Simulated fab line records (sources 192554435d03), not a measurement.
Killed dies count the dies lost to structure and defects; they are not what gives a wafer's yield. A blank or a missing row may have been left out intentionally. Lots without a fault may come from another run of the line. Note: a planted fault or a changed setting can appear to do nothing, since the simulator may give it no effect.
fab line records | flow n5_finfet
record: lots: 5 wafers: 15 last_day: 20
route steps=1938 shown BEOL_M13@1694 PASSIVATION@1936
lots that met no fault: taken from a fault-free run of the same line
start_h: the number of hours between the record's first day and the start of the first shown wafer of the lot | wait_h: hours since the lot's step before | " unchanged from the row above | L1.1+2: a row that stands for several wafers | - no value, or no start was given | * or withheld: withheld | < > ~ a bound
route shown NAME@n: a module of which the file shows steps, and the number in the route of the first | usual: average and standard deviation across the fault-free wafers | same: alike in all rows | chamber/n: place in a boat | sites: the reading at each site | _std_site: the standard deviation of these | _edge_site: outer sites' mean less inner sites' | radius_mm: how far each site lies from the wafer's centre | mask NAME#n: copy n | behind: the most recent tool/chamber to have shaped the wafer | hold: what put the lot on hold/how long, in hours/how the hold closed | device: whichever transistor did not switch (one of n, p or np) | end of line: the tests these same wafers got at the end of their route | step lacking rows: just its recipe | killed: not the wafer's yield, but the dies lost to structure and defects at the first sort | map: a wafer's dies, marking killed ones x, the rest . and places with no die _
set.NAME: setting as actually run; set.NAME@STEP: the setting as run at that earlier step | model.NAME: the simulator's own value behind a step, which no gauge read
lots seen at some steps along the route; tables by step, rows by wafer
services: a tool's chamber out of use, with start hour (start_h, from the record's first day; less than 0 if before it), hours out, and reason
== steps ==
step: N5_BEOL_M13_ETCH_68
recipe: chemistry: N2/H2 target: SOC mask_material: SiARC source_w: 3000 bias_w: 350 temp_c: 40 time_s: 355 ion_energy_ev: 200 pressure_mtorr: 30 n2_flow_sccm: 200 h2_flow_sccm: 200
step: N5_BEOL_M13_STRIP_69
recipe: chemistry: N2/H2 temp_c: 40 n2_flow_sccm: 200 h2_flow_sccm: 200 rf_frequency_hz: 6e+07
step: N5_BEOL_M13_TRENCH_ETCH_34
recipe: chemistry: C4F8/O2/Ar target: SiOC target_depth_a: 4134.7 mask_material: SOC pressure_mtorr: 30 source_w: 3000 bias_w: 700 Ar_flow_sccm: 400 C4F8_flow_sccm: 15 O2_flow_sccm: 8 he_inner_torr: 15 he_outer_torr: 30 time_s: 162.6 ion_energy_ev: 250
usual: O2_flow_sccm: 8.005/0.024 drypump_motor_current_A: 5.3/0.44 he_outer_torr: 30.00/0.061 oes_product_au: 0.77/0.083 rf_vpp_V: 668.0/2 showerhead_plenum_p_Torr: 3.51/0.066 throttle_valve_pct: 24.18/0.22
columns lot.wafer tool chamber start_h wait_h O2_flow_sccm drypump_motor_current_A he_outer_torr oes_product_au rf_hours_counter_h rf_vpp_V showerhead_plenum_p_Torr throttle_valve_pct
L218.1 rie_diel-02 2 277.59 0.0 8.007 4.8 29.97 0.81 102 670.6 3.58 24.74
L218.4 " 3 " " 7.990 5.5 29.98 0.79 105 669.5 3.57 23.97
L218.6 " 1 " " 8.032 5.1 30.18 0.73 - 668.4 3.55 24.04
L220.1 rie_diel-01 0 306.95 0.0 8.019 5.5 30.02 0.72 181 668.2 3.53 23.97
L220.4 " 2 " " 8.018 5.0 30.05 0.73 188 665.7 3.39 24.34
L220.6 " 1 " " 7.985 5.8 30.01 0.94 - 667.4 3.50 24.21
L234.1 rie_diel-01 3 416.59 0.0 7.999 4.7 29.89 0.70 229 668.7 3.51 24.08
L234.3 " 0 " " 7.991 5.5 30.05 0.70 215 669.1 3.51 24.00
L234.5 " 0 " " 7.995 5.5 30.02 0.69 - 668.1 3.51 24.01
L241.2 rie_diel-01 3 428.87 0.0 8.035 4.7 30.01 0.70 234 668.9 3.51 24.12
L241.3 " 1 " " 7.950 5.8 30.08 0.86 47 667.4 3.48 24.27
L241.5 " 1 " " 7.962 5.8 30.02 0.87 - 667.4 3.48 24.25
L240.2 rie_diel-04 2 443.61 0.0 7.954 5.5 30.06 0.91 16 663.1 3.36 24.08
L240.3 " 1 " " 8.013 6.1 30.03 0.85 55 671.6 3.61 24.00
L240.5 " 3 " " 7.983 5.7 30.01 0.70 - 663.8 3.38 24.12
step: N5_BEOL_M13_STRIP_70
recipe: chemistry: C4F8/O2/Ar resist: SiARC rf_frequency_hz: 6e+07
step: N5_BEOL_M13_OCD_MEAS_35
usual: trench_depth_nm: 410/4.2
columns lot.wafer tool chamber start_h wait_h trench_depth_nm
L218.1 ocd-01 - 277.77 0.0 412
L218.4 " - " " 416
L218.6 " - " " 414
L220.1 ocd-02 - 307.13 0.0 408
L220.4 " - " " 412
L220.6 " - " " 419
L234.1 ocd-01 - 416.76 0.0 405
L234.3 " - " " 400
L234.5 " - " " 401
L241.2 ocd-02 - 429.05 0.0 409
L241.3 " - " " 411
L241.5 " - " " 412
L240.2 ocd-01 - 443.78 0.0 412
L240.3 " - " " 415
L240.5 " - " " 410
step: N5_BEOL_M13_STRIP_37
recipe: chemistry: N2/H2 power_w: 1000 temp_c: 250 h2_frac: 0.65 overash_fraction: 0.3 pressure_mtorr: withheld n2_flow_sccm: 1750 h2_flow_sccm: 3250
usual: drypump_motor_current_A: 5.6/0.66 heater_power_w: 325/49 oes_product_au: 0.785/0.011
columns lot.wafer tool chamber start_h wait_h drypump_motor_current_A heater_power_w oes_product_au rf_hours_counter_h
L218.1 plasma_asher-01 1 277.81 0.0 4.7 334 0.774 89
L218.4 " 0 " " 5.8 290 0.794 -
L218.6 " 0 " " 5.8 283 0.798 -
L220.1 plasma_asher-01 0 307.17 0.0 5.8 288 0.785 102
L220.4 " 0 " " 5.8 288 0.765 -
L220.6 " 0 " " 5.8 286 0.788 -
L234.1 plasma_asher-02 0 416.80 0.0 6.1 275 0.768 132
L234.3 " 1 " " 6.5 417 0.788 -
L234.5 " 1 " " 6.5 405 0.773 -
L241.2 plasma_asher-01 1 429.09 0.0 4.7 346 0.774 128
L241.3 " 0 " " 5.8 292 0.785 -
L241.5 " 1 " " 4.7 347 0.776 -
L240.2 plasma_asher-02 1 443.82 0.0 6.5 407 0.780 138
L240.3 " 0 " " 6.1 275 0.782 -
L240.5 " 1 " " 6.5 418 0.786 -
step: N5_BEOL_M13_ETCH_38
recipe: chemistry: CF4/N2 target: SiCN target_depth_a: 675 taper_deg: 2 time_s: 71.9 ion_energy_ev: 150 mask_material: SiO2 pressure_mtorr: 40 source_w: 430 bias_w: 70 Ar_flow_sccm: 100 cf4_flow_sccm: 60 n2_flow_sccm: 60
step: N5_BEOL_M13_PRECLEAN_39
recipe: chemistry: residue_remover time_s: 60 temp_c: 40
step: N5_BEOL_M13_SRD_40
recipe: time_s: 30 temp_c: 23 rinse_liquid: diw dry: n2_spin spin_rpm: 1500 dry_time_s: 30
step: N5_BEOL_M13_DEGAS_41
recipe: ambient: vacuum temp_c: 250 time_s: 60
usual: heater_power_w: 315/41
columns lot.wafer tool chamber start_h wait_h heater_power_w
L218.1 pvd_sputter-02 - 278.47 0.2 282
L218.4 " - " " 314
L218.6 " - " " 355
L220.1 pvd_sputter-01 - 308.44 0.1 311
L220.4 " - " " 300
L220.6 " - " " 357
L234.1 pvd_sputter-02 - 417.30 0.2 280
L234.3 " - " " 304
L234.5 " - " " 316
L241.2 pvd_sputter-03 - 434.75 0.3 275
L241.3 " - " " 312
L241.5 " - " " 412
L240.2 pvd_sputter-03 - 449.11 0.2 277
L240.3 " - " " 405
L240.5 " - " " 318
step: N5_BEOL_M13_PRE_CLEAN_42
recipe: gas: H2/He time_s: 30 temp_c: 250
step: N5_BEOL_M13_SPUTTER_43
recipe: material: TaN target_thk_a: 150 temp_c: 50 bias_v: 168.6 power_w: 15000 chamber_pressure_pa: 0.12 time_s: 24.19
usual: cathode_dc_power_W: 15000/2.9 throttle_valve_pct: 30.3/1.3
columns lot.wafer tool chamber start_h wait_h cathode_dc_power_W throttle_valve_pct
L218.1 pvd_sputter-02 - 278.55 0.0 15000 32.2
L218.4 " - " " 15000 29.4
L218.6 " - " " 15004 29.1
L220.1 pvd_sputter-01 - 308.52 0.0 15002 29.8
L220.4 " - " " 15000 28.4
L220.6 " - " " 15006 32.7
L234.1 pvd_sputter-02 - 417.38 0.0 14998 32.4
L234.3 " - " " 14998 29.1
L234.5 " - " " 14999 29.3
L241.2 pvd_sputter-03 - 434.83 0.0 15002 29.6
L241.3 " - " " 15002 29.9
L241.5 " - " " 15005 32.1
L240.2 pvd_sputter-03 - 449.19 0.0 15000 29.3
L240.3 " - " " 15003 32.3
L240.5 " - " " 15002 30.2
step: N5_BEOL_M13_SPUTTER_44
recipe: material: Ta target_thk_a: 100 temp_c: 50 bias_v: 80 power_w: 15000 chamber_pressure_pa: 0.07 time_s: 16.13
usual: cathode_dc_power_W: 15000/2.6 throttle_valve_pct: 30.3/1.3
columns lot.wafer tool chamber start_h wait_h cathode_dc_power_W throttle_valve_pct model.Ta_of_BEOL_M13_SPUTTER_44.thk_nm
L218.1 pvd_sputter-02 - 278.63 0.0 15000 32.4 10
L218.4 " - " " 14998 29.7 9.8
L218.6 " - " " 15003 29.1 9.8
L220.1 pvd_sputter-01 - 308.60 0.0 15002 30.1 10
L220.4 " - " " 14996 28.3 9.8
L220.6 " - " " 15002 32.7 10
L234.1 pvd_sputter-02 - 417.46 0.0 14997 32.4 10
L234.3 " - " " 18857 29.2 12.6
L234.5 " - " " 15000 29.4 10
L241.2 pvd_sputter-03 - 434.91 0.0 14996 29.2 10
L241.3 " - " " 15000 29.9 10
L241.5 " - " " 15002 32.5 10
L240.2 pvd_sputter-03 - 449.27 0.0 14998 29.5 10
L240.3 " - " " 15001 32.3 10
L240.5 " - " " 15001 29.9 9.8
step: N5_BEOL_M13_SPUTTER_45
recipe: material: Cu target_thk_a: 800 temp_c: -20 bias_v: 60 power_w: 26000 chamber_pressure_pa: 0.13 time_s: 13.33
usual: cathode_dc_power_W: 26000/4.9 throttle_valve_pct: 30.3/1.3
columns lot.wafer tool chamber start_h wait_h cathode_dc_power_W throttle_valve_pct
L218.1 pvd_sputter-02 - 278.71 0.0 25998 32.4
L218.4 " - " " 25999 29.4
L218.6 " - " " 25996 29.4
L220.1 pvd_sputter-01 - 308.68 0.0 25997 29.5
L220.4 " - " " 25994 28.2
L220.6 " - " " 26000 32.9
L234.1 pvd_sputter-02 - 417.54 0.0 26002 32.4
L234.3 " - " " 25995 29.4
L234.5 " - " " 25996 29.5
L241.2 pvd_sputter-03 - 434.99 0.0 25995 29.2
L241.3 " - " " 25994 29.8
L241.5 " - " " 25999 32.4
L240.2 pvd_sputter-03 - 449.35 0.0 26002 29.1
L240.3 " - " " 26003 32.3
L240.5 " - " " 26008 29.9
step: N5_BEOL_M13_ECD_47
recipe: material: Cu target_thk_a: 9360
step: N5_BEOL_M13_ANNEAL_48
recipe: temp_c: 225 time_s: 90 ambient: N2
step: N5_BEOL_M13_CMP_49
recipe: stop_on: SiOC t_overpolish_s: 17.1 down_force_psi: 1 platen_rpm: 50 clearing_platen_down_force_psi: 1.5 clearing_platen_rpm: 50 post_cmp_clean: cu_alkaline target_thk_nm: 420 clearing_platen_pad_velocity_m_s: 0.99484 pad_velocity_m_s: 0.99484
usual: barrier_field_endpoint_s: 30.1/0.56 motor_current_A: 6.0/0.49 pad_life_wafers: 929/630
columns lot.wafer tool chamber start_h wait_h barrier_field_endpoint_s motor_current_A pad_life_wafers
L218.4 cmp-04 1 279.29 0.1 30.1 5.6 1932
L218.1 " 0 " " 29.3 5.8 1935
L218.6 " 1 " " 29.8 6.3 -
L220.1 cmp-04 0 309.80 0.4 30.1 6.0 96
L220.4 " 2 " " 29.8 6.4 98
L220.6 " 0 " " 29.7 5.9 -
L234.1 cmp-02 3 418.27 0.3 30.4 5.8 246
L234.3 " 0 " " 33.8 5.8 247
L234.5 " 3 " " 30.0 6.0 -
L241.3 cmp-03 2 437.41 0.2 29.7 5.4 1783
L241.2 " 3 " " 28.8 5.3 1784
L241.5 " 2 " " 28.8 5.7 -
L240.3 cmp-02 1 450.02 0.3 30.2 5.7 488
L240.2 " 2 " " 31.4 6.1 489
L240.5 " 3 " " 29.4 5.9 -
step: N5_BEOL_M13_THK_MEAS_50
recipe: thk_meas_gauge: xrf reads: Cu_of_BEOL_M13_ECD_47
usual: M13_THK: 418/5.1
columns lot.wafer tool chamber start_h wait_h M13_THK[nm]
L218.1 film_metro-02 - 279.58 - 420
L218.4 " - " " 424
L218.6 " - " " 419
L220.1 film_metro-01 - 310.10 - 417
L220.4 " - " " 419
L220.6 " - " " 427
L234.1 film_metro-02 - 418.56 - 417
L234.3 " - " " 406
L234.5 " - " " 413
L241.2 film_metro-02 - 437.66 - 416
L241.3 " - " " 418
L241.5 " - " " 419
L240.2 film_metro-01 - 450.24 - 418
L240.3 " - " " 421
L240.5 " - " " 415
step: N5_PASSIVATION_PROBE_49
usual: defect_limited_yield: 90.9/1.3 killed_at_M0_to_M3: 36/11 killed_at_M4_up: 13/5.1 killed_at_contacts: 14/4.9 killed_at_front_end: 41/10 killed_at_other: 3.4/2.6 killed_dies: 107/16 killed_open: 70/11 killed_short: 36/7.8 sort_bin_5_function: 5.4/0.84 sort_bin_6_memory: 3.4/0.67 sort_n_pass: 1073/16 sort_yield_pct: 90.9/1.3
same: gross_dies: 1180 killed_at_back_side: 0 sort_bin_4_leakage[%]: 0 sort_bin_8_speed[%]: 0
columns lot.wafer tool chamber start_h wait_h defect_limited_yield[%] killed_at_M0_to_M3 killed_at_M4_up killed_at_contacts killed_at_front_end killed_at_other killed_dies killed_open killed_short sort_bin_5_function[%] sort_bin_6_memory[%] sort_n_pass sort_yield_pct[%]
L218.1 prober-01 - 315.32 0.0 88.2 54 26 20 36 3 139 94 44 7.1 4.2 1041 88.2
L218.4 prober-01 - 315.47 0.2 91.5 38 13 14 33 2 100 53 46 4.8 3.4 1080 91.5
L218.6 prober-01 - 315.57 0.3 90.3 55 11 11 34 3 114 61 52 5.8 3.2 1066 90.3
L220.1 prober-02 - 340.04 0.0 91.9 34 8 12 38 3 95 57 36 4.7 3.1 1085 91.9
L220.4 prober-02 - 340.19 0.2 91.4 18 11 17 47 9 102 63 39 4.9 3.5 1078 91.4
L220.6 prober-02 - 340.29 0.3 90.8 31 10 20 39 9 109 73 36 5.9 3.3 1071 90.8
L234.1 prober-01 - 451.16 0.0 90.8 25 21 9 47 6 108 71 36 5.7 3.4 1072 90.8
L234.3 prober-01 - 451.26 0.1 91.6 15 16 8 50 10 99 69 30 5.0 3.0 1081 91.6
L234.5 prober-01 - 451.36 0.2 91.9 22 7 18 47 1 95 64 29 4.8 2.9 1085 91.9
L241.2 prober-01 - 465.20 0.1 91.5 50 10 10 30 0 100 59 34 6.3 2.0 1080 91.5
L241.3 prober-01 - 465.25 0.2 90.8 33 10 26 39 1 109 77 27 5.2 3.6 1071 90.8
L241.5 prober-01 - 465.35 0.3 90.6 54 14 9 34 0 111 68 40 5.8 3.3 1069 90.6
killed by level:class
L218.1 BEOL_M3:geometric_particle:open=17 MOL_CONTACT_COAG:geometric_particle:open=16 BEOL_M4:geometric_particle:open=14 BEOL_M1:geometric_particle:open=9 BEOL_M2:geometric_particle:open=8 BEOL_M0_SAQP:geometric_particle:short=7 BEOL_M2:geometric_particle:short=6 STI_FIN_REVEAL:geometric_particle:open=5
L218.4 BEOL_M0_SAQP:geometric_particle:short=13 MOL_CONTACT_COAG:geometric_particle:open=12 FIN_SAQP:geometric_particle:short=9 BEOL_M0_SAQP:geometric_particle:open=7 BEOL_M2:geometric_particle:open=6 STARTING-WAFER:geometric_particle:short=6 FIN_SAQP:geometric_particle:open=4 BEOL_M1:geometric_particle:open=4
L218.6 BEOL_M0_SAQP:geometric_particle:short=19 BEOL_M0_SAQP:geometric_particle:open=12 FIN_SAQP:geometric_particle:short=11 MOL_CONTACT_COAG:geometric_particle:open=9 FIN_SAQP:geometric_particle:open=7 DUMMY_GATE:geometric_particle:open=7 BEOL_M2:geometric_particle:open=5 BEOL_M3:geometric_particle:short=5
L220.1 MOL_CONTACT_COAG:geometric_particle:open=11 BEOL_M2:geometric_particle:open=8 FIN_SAQP:geometric_particle:short=7 STI_FIN_REVEAL:geometric_particle:open=6 BEOL_M3:geometric_particle:open=6 GATE_CUT:geometric_particle:short=5 BEOL_M0_SAQP:geometric_particle:short=5 DUMMY_GATE:geometric_particle:open=4
L220.4 FIN_SAQP:geometric_particle:open=12 MOL_CONTACT_COAG:geometric_particle:open=12 FIN_SAQP:geometric_particle:short=11 MOL_CONTACT_COAG:geometric_particle:short=5 STI_FIN_REVEAL:geometric_particle:open=4 GATE_CUT:geometric_particle:open=4 BEOL_M2:geometric_particle:open=4 STI_FIN_REVEAL:geometric_particle:short=3
L220.6 STI_FIN_REVEAL:geometric_particle:open=18 MOL_CONTACT_COAG:geometric_particle:open=11 MOL_CONTACT_COAG:geometric_particle:short=9 BEOL_M0_SAQP:geometric_particle:open=9 BEOL_M0_SAQP:geometric_particle:short=6 BEOL_M2:geometric_particle:open=6 FIN_SAQP:geometric_particle:open=5 PAD_METAL:geometric_particle:short=5
L234.1 BEOL_M4:geometric_particle:open=13 FIN_SAQP:geometric_particle:open=10 STI_FIN_REVEAL:geometric_particle:open=7 MOL_CONTACT_COAG:geometric_particle:open=7 BEOL_M0_SAQP:geometric_particle:open=7 BEOL_M0_SAQP:geometric_particle:short=6 FIN_SAQP:geometric_particle:short=5 BEOL_M1:geometric_particle:open=4
L234.3 FIN_SAQP:geometric_particle:open=19 STI_FIN_REVEAL:geometric_particle:open=10 BEOL_M4:geometric_particle:open=10 FIN_SAQP:geometric_particle:short=8 MOL_CONTACT_COAG:geometric_particle:open=6 BEOL_M0_SAQP:geometric_particle:open=5 PAD_METAL:geometric_particle:short=4 ILD0:geometric_particle:short=3
L234.5 MOL_CONTACT_COAG:geometric_particle:open=13 FIN_SAQP:geometric_particle:open=11 STI_FIN_REVEAL:geometric_particle:open=7 BEOL_M2:geometric_particle:open=6 FIN_SAQP:geometric_particle:short=5 MOL_CONTACT_COAG:geometric_particle:short=5 BEOL_M0_SAQP:geometric_particle:short=5 DUMMY_GATE:geometric_particle:open=4
L241.2 BEOL_M0_SAQP:geometric_particle:open=15 BEOL_M0_SAQP:geometric_particle:short=14 BEOL_M3:geometric_particle:open=7 FIN_SAQP:geometric_particle:open=6 MOL_CONTACT_COAG:geometric_particle:open=6 DUMMY_GATE:geometric_particle:open=5 FIN_SAQP:geometric_particle:short=4 BEOL_M2:geometric_particle:open=4
L241.3 MOL_CONTACT_COAG:geometric_particle:open=20 FIN_SAQP:geometric_particle:open=9 BEOL_M3:geometric_particle:open=8 DUMMY_GATE:geometric_particle:open=7 BEOL_M0_SAQP:geometric_particle:short=7 BEOL_M0_SAQP:geometric_particle:open=6 BEOL_M1:geometric_particle:open=6 MOL_CONTACT_COAG:geometric_particle:short=5
L241.5 BEOL_M0_SAQP:geometric_particle:short=16 BEOL_M1:geometric_particle:open=12 BEOL_M0_SAQP:geometric_particle:open=10 MOL_CONTACT_COAG:geometric_particle:open=8 FIN_SAQP:geometric_particle:open=7 BEOL_M1:geometric_particle:short=6 BEOL_M3:geometric_particle:open=5 ILD0:geometric_particle:open=4
== services ==
columns tool chamber start_h hours kind
cmp-04 - 264.61 6.3 pm
cmp-04 - 273.00 2.2 repair
plasma_asher-02 - 288.87 28.1 pm
cmp-02 - 289.28 0.3 repair
rie_diel-01 1 291.76 3.0 repair
rie_diel-02 2 294.86 20.4 repair
cmp-04 - 300.11 4.0 pm
cmp-02 - 301.15 0.9 repair
cmp-02 - 329.36 0.8 repair
cmp-02 - 340.27 8.9 pm
cmp-03 - 341.70 0.9 repair
rie_diel-01 3 342.61 28.4 repair
rie_diel-01 - 343.93 0.2 repair
cmp-02 - 351.37 2.5 repair
cmp-02 - 355.12 0.5 repair
cmp-02 - 380.95 4.0 pm
rie_diel-01 - 383.87 4.3 pm
cmp-02 - 390.01 4.1 pm
cmp-04 - 408.34 1.2 repair
rie_diel-01 - 413.97 2.1 repair
plasma_asher-02 - 430.23 1.6 repair
cmp-04 - 433.52 0.9 repair
cmp-02 - 440.48 3.9 repair
pvd_sputter-02 - 446.64 2.0 repair
== key ==
first_sign: step: N5_BEOL_M13_SPUTTER_44 reading: cathode_dc_power_W direction: up sigmas: 99+ usual: * struck: *
effect: step: N5_BEOL_M13_CMP_49 reading: barrier_field_endpoint_s direction: up sigmas: 6.8 usual: 30.1 struck: 33.8
model_effect: step: N5_BEOL_M13_SPUTTER_44 value: Ta_of_BEOL_M13_SPUTTER_44.thk_nm without: 10 struck: 12.6
met_at N5_BEOL_M13_SPUTTER_44
struck_wafers L234.3
fault: kind: process_parameter_drift tool: pvd_sputter-02 chamber: - onset_h: 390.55 steps: N5_BEOL_M13_SPUTTER_44 channel: power_w offset: * shape: step end_h: 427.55 acts_in: * stated: * scope: struck_wafers_only
